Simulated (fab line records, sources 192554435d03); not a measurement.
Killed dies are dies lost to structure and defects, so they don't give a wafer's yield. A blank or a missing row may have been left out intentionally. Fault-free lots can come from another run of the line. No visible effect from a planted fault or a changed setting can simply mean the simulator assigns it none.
Split-lot trial    flow n5_finfet    21 wafers read across 7 lots, on a route 1938 steps long

== ABOUT THE SPLIT ==
At N5_BEOL_M8_COAT_22 (resist thk 30 nm), the setting spin_rpm was moved away from the recipe's 1500 rpm on 7 of the 21 wafers read, by -9.2% to +8.1%. This setting was run at the recipe's value on the other wafers.

== FROM THE SPLIT TO THE READING: what the file shows between them, 2 steps ==
- N5_BEOL_M8_EBR_24
- N5_BEOL_M8_SOFTBAKE_23: time 60 s

== THE READING ==
CAR-EUV_of_BEOL_M8_COAT_22.thk_nm (the simulator's own value, which no gauge read), in nm, at N5_BEOL_M8_DESCUM_33 (chemistry O2, time 7 s). The file does not state a usual value for it. The 14 wafers here that ran the recipe average 26.0 nm, standard deviation 0.082 nm.

wafer   tool, chamber at the split  spin_rpm as run, rpm  against the recipe  CAR-EUV_of_BEOL_M8_COAT_22.thk_nm, nm  against lot-mates on the recipe
L076.1  litho_track-01, 0           1500                  recipe              26.2                                   -
L076.2  litho_track-01, 0           1500                  recipe              26                                     -
L076.6  litho_track-01, 0           1500                  recipe              26                                     -
L081.2  litho_track-02, 0           1453                  -3.1%               26.8                                   +0.6
L081.5  litho_track-02, 0           1453                  -3.1%               26.6                                   +0.4
L081.6  litho_track-02, 0           1500                  recipe              26.2                                   -
L086.3  litho_track-04, 0           1500                  recipe              26                                     -
L086.4  litho_track-04, 0           1500                  recipe              26                                     -
L086.5  litho_track-04, 0           1500                  recipe              26                                     -
L089.2  litho_track-01, 0           1500                  recipe              26                                     -
L089.3  litho_track-01, 0           1500                  recipe              26                                     -
L089.4  litho_track-01, 0           1500                  recipe              26                                     -
L091.3  litho_track-04, 0           1621                  +8.1%               24.8                                   -1.3
L091.4  litho_track-04, 0           1500                  recipe              26                                     -
L091.5  litho_track-04, 0           1500                  recipe              26.2                                   -
L095.2  litho_track-01, 0           1500                  recipe              26                                     -
L095.4  litho_track-01, 0           1555                  +3.7%               25.6                                   -0.4
L095.6  litho_track-01, 0           1555                  +3.7%               25.6                                   -0.4
L097.1  litho_track-04, 0           1500                  recipe              26                                     -
L097.3  litho_track-04, 0           1362                  -9.2%               27.6                                   +1.6
L097.6  litho_track-04, 0           1362                  -9.2%               27.6                                   +1.6

THE FIT
A straight line over all 21 wafers: CAR-EUV_of_BEOL_M8_COAT_22.thk_nm changes by -0.163 nm for each +1% of spin_rpm; r = -0.99; the points scatter about the line by 0.099 nm.
The same after taking each lot's own level away (the mean of its wafers on the recipe; 21 wafers): -0.163 nm for each +1%; r = -0.99; scatter 0.089 nm.
On that fit, the largest move of spin_rpm shifts the reading by 1.5 nm.
The lots' own levels span 26.00 to 26.20 nm, that is 2.4 times the standard deviation above.
The two slopes are in agreement: the lot-to-lot level therefore moves the slope only a little.
Check: with one of the wafers moved furthest among these (-9.2%) left out of the fit, the line predicts +1.49 nm for it against its lot-mates. Against them it came out at +1.6 nm.

== THE OTHER SPLITS THESE WAFERS WENT THROUGH ==
Other splits were also applied to these wafers ahead of the reading. Each is held against what the fit with the lots' levels taken away leaves over:
other split on the same wafers      wafers away from the commonest value  r with CAR-EUV_of_BEOL_M8_COAT_22.thk_nm (lot level and that fit taken away)
N5_BEOL_M4_TRENCH_ETCH_37 source_w  8                                     -0.32
N5_BEOL_M5_ETCH_72 bias_w           10                                    -0.33
N5_BEOL_M5_COAT_22 spin_rpm         7                                     -0.08
N5_BEOL_M8_EXPOSE_08 dose_mj        9                                     +0.18
N5_BEOL_M8_ETCH_61 bias_w           6                                     -0.21

== THE WHOLE CHAIN: every reading that the file lists as answering this split, in the file's order ==
step                  what it does            reading                                                                             change (the file's fit)                r (the file's)
N5_BEOL_M8_COAT_22    resist thk 30 nm        CAR-EUV_of_BEOL_M8_COAT_22.thk_nm (the simulator's own value, which no gauge read)  -0.151 nm for each +1% of the setting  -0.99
N5_BEOL_M8_DESCUM_33  chemistry O2, time 7 s  CAR-EUV_of_BEOL_M8_COAT_22.thk_nm (the simulator's own value, which no gauge read)  -0.163 nm for each +1% of the setting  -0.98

== FILE'S OWN FIT ==
CAR-EUV_of_BEOL_M8_COAT_22.thk_nm changes by -0.163 nm for each +1% of spin_rpm, r = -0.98.
